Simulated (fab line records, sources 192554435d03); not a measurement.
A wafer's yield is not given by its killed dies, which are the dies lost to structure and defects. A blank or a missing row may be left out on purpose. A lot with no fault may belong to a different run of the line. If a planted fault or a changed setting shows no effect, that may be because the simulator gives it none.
A lot that was struck, set against a sound lot -- flow n5Finfet -- 38 steps out of a route of 1938
Sound: wafers L378.1, L378.3, L378.5. Struck: wafers L370.3, L370.6 (left out: L370.5, a lot-mate that was not struck); the cause follows at the end.
Each step with rows lists, per side, the tool, then ch with its chambers, then its first start. Under that, the readings that differ: sound wafers -- struck wafers -- difference of the means -- sigmas: that difference in standard deviations of wafers without a fault.
alike: same words and numbers on both sides, and readings whose means sit less than 2 such deviations apart. not compared: any withheld reading, any reading some wafer has no value for, any bound like >300 that may hide the same value, and any number with overlapping values for which the record gives no deviation.
Wherever a step has rows on one side only, a row that says differs or no value, or a row with sigmas, the two part there. Numbers that have no deviation but don't overlap get no sigmas and don't part them. A reading that every wafer of one side lacks parts them only if that side has two wafers or more.

first, 12 steps without rows for these wafers: N5_MOL_CONTACT_COAG_ETCH_66 (etches SiARC in CF4, target depth 13 nm, time 21.7 s); N5_MOL_CONTACT_COAG_ALD_133 (deposits SiO2, target thk 5 nm, pulse time 1 s, co reactant pulse time 1 s); N5_MOL_CONTACT_COAG_ETCHBACK_134 (etches SiO2 in CHF3, target depth 10 nm, time 6.7 s); N5_MOL_CONTACT_COAG_ETCH_67 (etches SOC in N2/H2, target depth 60 nm, overetch 21 nm, time 101.2 s); N5_MOL_CONTACT_COAG_STRIP_68 (strips in N2/H2); N5_MOL_CONTACT_COAG_STRIP_69 (strips in N2/H2); N5_MOL_CONTACT_COAG_ETCHBACK_136 (etches SiO2 in CHF3, target depth 25 nm, time 16.7 s); N5_MOL_CONTACT_COAG_STRIP_120 (strips in CHF3); N5_MOL_CONTACT_COAG_VIA_ETCH_117 (etches SiO2 in C4F6/O2, target depth 40 nm, overetch 8 nm, time 26 s); N5_MOL_CONTACT_COAG_ETCH_124 (etches SiNx in CH3F/O2, stops on SiOC, target depth 6.5 nm); N5_MOL_CONTACT_COAG_ETCH_48 (etches SiOC in C4F6/O2, target depth 15 nm, overetch 4.5 nm, time 17 s); N5_MOL_CONTACT_COAG_STRIP_72 (strips in N2/H2).
N5_MOL_CONTACT_COAG_STRIP_49: strips in N2/H2, time 30 s.
  sound on plasmaAsher-02 ch 0,1, day 9 18:42; struck on plasmaAsher-01 ch 0, day 7 22:47
  alike: drypumpMotorCurrentA, heaterPowerW
  not compared: rfHoursCounterH
then, 24 steps without rows for these wafers: N5_MOL_CONTACT_COAG_PRECLEAN_138 (cleans in alkaline clean, time 60 s); N5_MOL_CONTACT_COAG_SRD_139 (time 30 s); N5_MOL_CONTACT_COAG_PRE_CLEAN_121; N5_MOL_CONTACT_COAG_CVD_140 (deposits W, target thk 66.5 nm, time 215 s); N5_MOL_CONTACT_COAG_PRECLEAN_127 (cleans in DIW, time 57.5 s); N5_MOL_CONTACT_COAG_SRD_128 (dry time 32 s); N5_MOL_CONTACT_COAG_CMP_52 (polishes, stops on SiO2, t overpolish 1.5 s, target thk 66.5 nm); N5_MOL_CONTACT_COAG_ANNEAL_112 (time 1800 s); N5_BEOL_M0_SAQP_PECVD_00 (deposits SiCN from 3MS/NH3, target thk 8 nm, time 14 s); N5_BEOL_M0_SAQP_ILD_DEP_01 (deposits SiOC from DEMS/O2, target thk 45.419 nm, time 8.7 s); N5_BEOL_M0_SAQP_HM_DEP_02 (deposits TiN, target thk 12 nm); N5_BEOL_M0_SAQP_PECVD_03 (deposits SiCN from 3MS/NH3, target thk 12 nm, time 21.1 s); N5_BEOL_M0_SAQP_PECVD_96 (deposits a-Si from SiH4/He, target thk 45 nm, time 45.2 s); N5_BEOL_M0_SAQP_PECVD_97 (deposits SiNx from SiH4/NH3/N2, target thk 23 nm, time 19.9 s); N5_BEOL_M0_SAQP_PECVD_04 (deposits a-Si from SiH4/He, target thk 60 nm, time 60.2 s); N5_BEOL_M0_SAQP_HM_DEP_111 (deposits SiO2 from SiH4/N2O, target thk 12 nm, time 7.2 s); N5_BEOL_M0_SAQP_COAT_81 (time 60 s, resist thk 100 nm); N5_BEOL_M0_SAQP_COAT_82 (time 60 s, resist thk 30 nm); N5_BEOL_M0_SAQP_COAT_08 (resist thk 90 nm); N5_BEOL_M0_SAQP_EBR_10; N5_BEOL_M0_SAQP_SOFTBAKE_09 (time 60 s); N5_BEOL_M0_SAQP_EXPOSE_11 (exposes mask M0 CORE, target cd 42 nm); N5_BEOL_M0_SAQP_PEB_12 (peb time 60 s); N5_BEOL_M0_SAQP_DEVELOP_13 (develop time 30 s).
-- a jump in the record: the struck wafers' starts before and after are 9 days apart (it breaks off in module BEOL_M0_SAQP and resumes in module PASSIVATION, where the first step shown is number 1936 of the route) --
N5_PASSIVATION_PROBE_49:
  sound: prober-02 at day 19 04:50; struck: prober-02 at day 16 23:18
reading,sound,struck,difference,sigmas
defectLimitedYield (%),88.6 91.1 91.5,79.2 81.5,-10.0,-7
killedAtContacts,21 13 13,127 131,+113,+22
killedDies,135 105 100,245 218,+118,+7
killedOnRim,20 18 17,32 32,+14,+4
sort_bin_5_function (%),6.7 5.3 5.3,12.0 10.8,+5.6,+6
sort_bin_6_memory (%),4.1 3.4 3.0,5.4 4.3,+1.3,+2
sortNPass,1045 1075 1080,935 962,-118,-7
sortYieldPct (%),88.6 91.1 91.5,79.2 81.5,-10.0,-7
  alike: killed_at_M0_to_M3, killed_at_M4_up, killedAtFrontEnd, killedAtOther, killedOpen, killedShort

WHERE THEY PART
At N5_PASSIVATION_PROBE_49 and nowhere else, as far as this record goes.

WHY: what had been put in by the simulator
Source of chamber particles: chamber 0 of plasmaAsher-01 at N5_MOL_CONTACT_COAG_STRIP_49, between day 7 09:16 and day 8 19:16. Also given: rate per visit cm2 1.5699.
